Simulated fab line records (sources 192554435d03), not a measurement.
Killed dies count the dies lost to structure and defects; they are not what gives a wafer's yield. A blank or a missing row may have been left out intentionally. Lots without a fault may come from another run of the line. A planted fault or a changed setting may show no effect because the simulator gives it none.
What tool caused it? -- flow n5-finfet -- 12 lots, 36 wafers sampled, at 1 step of a route of 1938

## WHAT THE GAUGES READ, wafer by wafer
N5_BEOL_M7_CD_MEAS_28: the cd target is 40 nm.
lot,measured,on,cd-nm (nm)
L077,day 9 09:23,cd-sem-03,39.73 39.88 39.90
L076,day 9 11:38,cd-sem-02,39.91 40.09 39.92
L079,day 10 06:10,cd-sem-02,39.79 39.74 40.28
L081,day 10 10:55,cd-sem-01,40.06 39.98 40.32
L083,day 11 09:24,cd-sem-01,40.12 40.12 40.11
L085,day 11 23:10,cd-sem-01,39.78 39.78 40.15
L088,day 12 04:35,cd-sem-02,40.02 39.84 40.20
L089,day 12 18:09,cd-sem-01,40.01 39.79 39.99
L091,day 13 06:06,cd-sem-01,40.01 40.08 39.71
L093,day 13 22:46,cd-sem-01,40.15 40.36 40.10
L095,day 14 19:05,cd-sem-02,40.27 40.15 40.00
L097,day 15 01:03,cd-sem-01,40.26 40.12 40.33

## TOOL THAT RAN EACH LOT (tool first, then ch and the chambers of the sampled wafers, then the start)
The record holds no process step before these readings.

## THE ANSWER, worked out from the rows above alone
Rule: the lots themselves supply what counts as usual. The widest of any qualifying gaps counts: lots, ordered by their means at a reading, are off when they make up no more than a third of the lots, leave a main group of 4 or more, and stand apart from it by 3 or more times the standard deviation of that group's means. If all means in a main group match to the digits the tables above print for the reading, that group is not used. A lot without any number at a reading at which 4 lots or more have one is off too. Any other lot the step has rows for is counted as sound.
None of the lots is off at any reading shown; this tells nothing.

## WHAT THE SIMULATOR PUT IN
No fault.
